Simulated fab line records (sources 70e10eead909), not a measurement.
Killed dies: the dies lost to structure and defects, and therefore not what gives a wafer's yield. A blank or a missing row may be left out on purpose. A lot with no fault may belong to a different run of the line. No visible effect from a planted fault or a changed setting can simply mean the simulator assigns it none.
Which tool is to blame?	flow nandHarc	33 wafers from 11 lots sampled at 5 of the route's 1302 steps

== WHAT EACH GAUGE READ, for each wafer ==
NHARC_END_SORT_01. Usual: killedAtArray 52, standard deviation 18; killedAtOther 0.6, standard deviation 1.1; killedAtPeriphery 3.7, standard deviation 2.4; killedDies 57, standard deviation 19; killedOpen 3.1, standard deviation 1.7; killedShort 2.5, standard deviation 1.7.
lot	measured	on	killedAtArray	killedAtOther	killedAtPeriphery	killedDies	killedOpen	killedShort	flag
L843	day 25 11:07	prober-01	39 48 26	0 0 0	1 3 1	40 51 27	2 4 1	3 2 2	
L844	day 24 17:19	prober-01	56 63 60	1 0 0	3 2 5	60 65 65	0 4 1	2 2 1	
L845	day 25 00:56	prober-01	51 61 53	2 0 0	5 6 4	58 67 57	4 5 0	1 3 2	
L846	day 25 17:19	prober-01	26 35 32	0 0 0	3 3 4	29 38 36	4 5 4	1 1 0	
L850	day 27 12:56	prober-01	62 65 61	0 0 0	6 5 2	68 70 63	3 6 4	4 0 2	
L852	day 27 23:02	prober-02	26 28 39	0 0 3	1 2 2	27 30 44	1 3 4	4 2 4	
L854	day 29 13:58	prober-01	47 44 24	0 0 0	5 2 1	52 46 25	2 4 1	2 1 1	
L855	day 29 22:02	prober-01	76 80 82	7 1 0	4 3 3	87 84 85	1 3 4	0 2 3	
L859	day 31 05:11	prober-02	65 59 60	0 0 0	2 1 6	67 60 66	2 3 2	3 4 3	
L865	day 33 02:58	prober-01	76 95 91	0 2 0	11 9 4	87 106 95	3 4 1	1 0 1	
L866	day 34 04:11	prober-01	64 60 65	0 2 1	3 1 2	67 63 68	3 1 3	3 3 2	

== WHAT TOOL EACH LOT RAN ON (gives the tool, then ch and the chambers of the sampled wafers, and finally the start) ==
lot	NHARC_P_ZERO_WELL_ETCH_63	NHARC_P_ZERO_WELL_DESCUM_26	NHARC_P_STI_DESCUM_14	NHARC_P_STI_ETCH_42
L843	rieSi-02 ch 0,2,3, day 1 22:31	rieDiel-02 ch 1,2,3, day 1 23:37	rieDiel-12 ch 2,3, day 3 00:08	rieDiel-12 ch 0,3, day 3 00:13
L844	rieSi-01 ch 0,1,2, day 2 07:42	rieDiel-08 ch 1,2,3, day 2 08:47	rieDiel-03 ch 0,2, day 3 09:28	rieDiel-03 ch 2,3, day 3 09:34
L845	rieSi-01 ch 0,2, day 2 17:40	rieDiel-08 ch 0,1,2, day 2 18:46	rieDiel-03 ch 0,1, day 3 16:46	rieDiel-03 ch 1,2, day 3 16:52
L846	rieSi-01 ch 0,1,2, day 3 03:40	rieDiel-02 ch 0,1,3, day 3 04:37	rieDiel-01 ch 1,2,3, day 4 01:07	rieDiel-01 ch 1,2,3, day 4 01:12
L850	rieSi-02 ch 1,2,3, day 4 19:41	rieDiel-08 ch 0,1,3, day 4 20:47	rieDiel-01 ch 2,3, day 5 18:43	rieDiel-01 ch 0,1,3, day 5 18:49
L852	rieSi-02 ch 1,3, day 5 15:39	rieDiel-02 ch 1,3, day 5 16:46	rieDiel-01 ch 0,1,3, day 6 15:45	rieDiel-01 ch 0,1,2, day 6 15:50
L854	rieSi-03 ch 0,2,3, day 6 11:40	rieDiel-02 ch 0,2,3, day 6 12:45	rieDiel-01 ch 0,1,3, day 7 08:59	rieDiel-01 ch 0,2,3, day 7 09:05
L855	rieSi-02 ch 0,1,3, day 6 21:31	rieDiel-05 ch 1,2,3, day 6 22:37	rieDiel-03 ch 1,3, day 7 20:34	rieDiel-03 ch 1,3, day 7 20:41
L859	rieSi-02 ch 0,1,3, day 8 13:33	rieDiel-02 ch 0,2, day 8 14:31	rieDiel-01 ch 0,3, day 9 10:10	rieDiel-01 ch 0,2,3, day 9 10:14
L865	rieSi-01 ch 0,3, day 11 01:39	rieDiel-02 ch 0,1,2, day 11 02:44	rieDiel-01 ch 0,2,3, day 11 23:11	rieDiel-01 ch 0,2,3, day 11 23:16
L866	rieSi-03 ch 1,2,3, day 11 11:41	rieDiel-05 ch 2,3, day 11 12:45	rieDiel-01 ch 1,2, day 12 08:46	rieDiel-01 ch 0,2, day 12 09:02
- NHARC_P_ZERO_WELL_ETCH_63: etches the open film in HBr/Cl2, target depth 120 nm, time 40.1 s.
- NHARC_P_ZERO_WELL_DESCUM_26: chemistry O2, time 3 s.
- NHARC_P_STI_DESCUM_14: chemistry O2, time 3 s.
- NHARC_P_STI_ETCH_42: etches the open film in N2/H2, target depth 80 nm, overetch 24 nm, time 61 s.

== AS READ BY THE TOOLS THEMSELVES (means over the sampled wafers that have a number; for cases with no such wafer, the mark the record gives instead) ==
NHARC_P_ZERO_WELL_ETCH_63. Usual: drypumpMotorCurrentA 5.8 A, standard deviation 0.48; heBacksideLeakSccm 2.62 sccm, standard deviation 0.29; oesProductAu 1.002 a.u., standard deviation 0.01; throttleValvePct 26.404 %, standard deviation 0.0095.
lot	tool	drypumpMotorCurrentA (A)	heBacksideLeakSccm (sccm)	oesProductAu (a.u.)	throttleValvePct (%)	flag
L843	rieSi-02	6.0	2.74	1.000	26.402	
L844	rieSi-01	5.6	2.63	1.010	26.398	
L845	rieSi-01	5.3	2.82	1.011	26.396	
L846	rieSi-01	5.6	2.79	1.007	26.411	
L850	rieSi-02	5.7	2.73	1.006	26.404	
L852	rieSi-02	5.6	2.85	1.002	26.409	
L854	rieSi-03	6.0	2.49	1.002	26.406	
L855	rieSi-02	5.5	2.59	0.999	26.405	
L859	rieSi-02	5.5	2.59	0.996	26.402	
L865	rieSi-01	5.7	2.64	1.000	26.405	
L866	rieSi-03	6.1	2.45	1.007	26.410	

NHARC_P_ZERO_WELL_DESCUM_26. Usual: drypumpMotorCurrentA 5.4 A, standard deviation 0.5; oesProductAu 1.001 a.u., standard deviation 0.01; rfVppV 58.0 V, standard deviation 0.9; showerheadPlenumPTorr 1.96 Torr, standard deviation 0.067; throttleValvePct 11.311 %, standard deviation 0.0091.
lot	tool	drypumpMotorCurrentA (A)	oesProductAu (a.u.)	rfVppV (V)	showerheadPlenumPTorr (Torr)	throttleValvePct (%)	flag
L843	rieDiel-02	5.6	0.989	57.6	1.87	11.308	
L844	rieDiel-08	5.5	0.998	58.2	1.91	11.302	
L845	rieDiel-08	5.3	1.007	58.0	1.90	11.312	
L846	rieDiel-02	5.3	0.990	58.0	2.00	11.304	
L850	rieDiel-08	5.6	0.999	57.8	1.89	11.313	
L852	rieDiel-02	5.4	1.001	58.3	1.94	11.312	
L854	rieDiel-02	5.2	0.991	57.7	1.95	11.303	
L855	rieDiel-05	5.5	1.002	58.5	1.95	11.315	
L859	rieDiel-02	5.4	1.001	58.7	1.97	11.316	
L865	rieDiel-02	5.5	0.997	58.3	2.00	11.307	
L866	rieDiel-05	5.8	1.011	57.3	1.96	11.310	

NHARC_P_STI_DESCUM_14. Usual: drypumpMotorCurrentA 5.9 A, standard deviation 0.42; oesProductAu 0.998 a.u., standard deviation 0.0082; rfVppV 57.9 V, standard deviation 0.88; showerheadPlenumPTorr 1.94 Torr, standard deviation 0.066; throttleValvePct 11.311 %, standard deviation 0.0084.
lot	tool	drypumpMotorCurrentA (A)	oesProductAu (a.u.)	rfVppV (V)	showerheadPlenumPTorr (Torr)	throttleValvePct (%)	flag
L843	rieDiel-12	5.2	1.005	57.0	2.06	11.302	
L844	rieDiel-03	5.8	0.998	58.5	1.97	11.311	
L845	rieDiel-03	5.6	0.988	58.3	1.99	11.306	
L846	rieDiel-01	5.9	1.000	57.8	1.91	11.308	
L850	rieDiel-01	6.1	0.997	58.1	1.94	11.311	
L852	rieDiel-01	5.9	1.000	57.4	1.88	11.320	
L854	rieDiel-01	5.9	0.997	57.2	1.88	11.323	
L855	rieDiel-03	5.7	0.994	57.9	1.98	11.316	
L859	rieDiel-01	6.1	1.004	58.1	1.89	11.317	
L865	rieDiel-01	6.1	0.999	58.0	1.91	11.314	
L866	rieDiel-01	6.1	1.004	58.6	1.94	11.311	

NHARC_P_STI_ETCH_42. Usual: drypumpMotorCurrentA 5.9 A, standard deviation 0.4; oesProductAu 0.997 a.u., standard deviation 0.0087; rfVppV 431.4 V, standard deviation 2.1; showerheadPlenumPTorr 2.07 Torr, standard deviation 0.073; throttleValvePct 14.170 %, standard deviation 0.0087.
lot	tool	drypumpMotorCurrentA (A)	oesProductAu (a.u.)	rfVppV (V)	showerheadPlenumPTorr (Torr)	throttleValvePct (%)	flag
L843	rieDiel-12	5.6	1.004	432.9	2.14	14.167	
L844	rieDiel-03	6.0	0.995	432.3	2.05	14.171	
L845	rieDiel-03	5.7	0.996	432.6	2.15	14.178	
L846	rieDiel-01	5.9	1.000	430.6	2.04	14.168	
L850	rieDiel-01	5.9	0.992	429.7	2.01	14.172	
L852	rieDiel-01	6.1	0.999	430.8	2.05	14.167	
L854	rieDiel-01	6.1	1.004	431.0	2.04	14.180	
L855	rieDiel-03	5.9	0.989	431.5	2.06	14.172	
L859	rieDiel-01	6.1	0.995	430.3	2.04	14.165	
L865	rieDiel-01	6.1	0.872	430.5	2.04	14.172	OFF
L866	rieDiel-01	6.3	0.874	430.7	2.05	14.180	OFF

== THE ANSWER, worked out from the rows above alone ==
Rule: take the mean of a lot's wafers that have a number; if it is more than 3 standard deviations from the usual mean, the lot is off. Also off: a lot with no number at a reading for which 4 or more lots have one. The other lots that the step has rows for count as sound. After the gauges, taken in route order, come the tools' own readings; for these a lot's mean is taken, as printed above. The first step at which some lot is off is used, and at that step the reading that is off furthest; a lot without a number counts as furthest.
Off: L865, L866 (NHARC_P_STI_ETCH_42, oesProductAu).
If a tool, at that step or one of the process steps before it, ran each lot that is off and ran no sound lot following the first of them, it fits. One fits: NHARC_P_STI_DESCUM_14 and NHARC_P_STI_ETCH_42 on rieDiel-01. At NHARC_P_STI_DESCUM_14 its last sound lot is L859 (day 9 10:10), its first lot that is off L865 (day 11 23:11): a fault that began between those two fits.

== WHAT THE SIMULATOR PUT IN ==
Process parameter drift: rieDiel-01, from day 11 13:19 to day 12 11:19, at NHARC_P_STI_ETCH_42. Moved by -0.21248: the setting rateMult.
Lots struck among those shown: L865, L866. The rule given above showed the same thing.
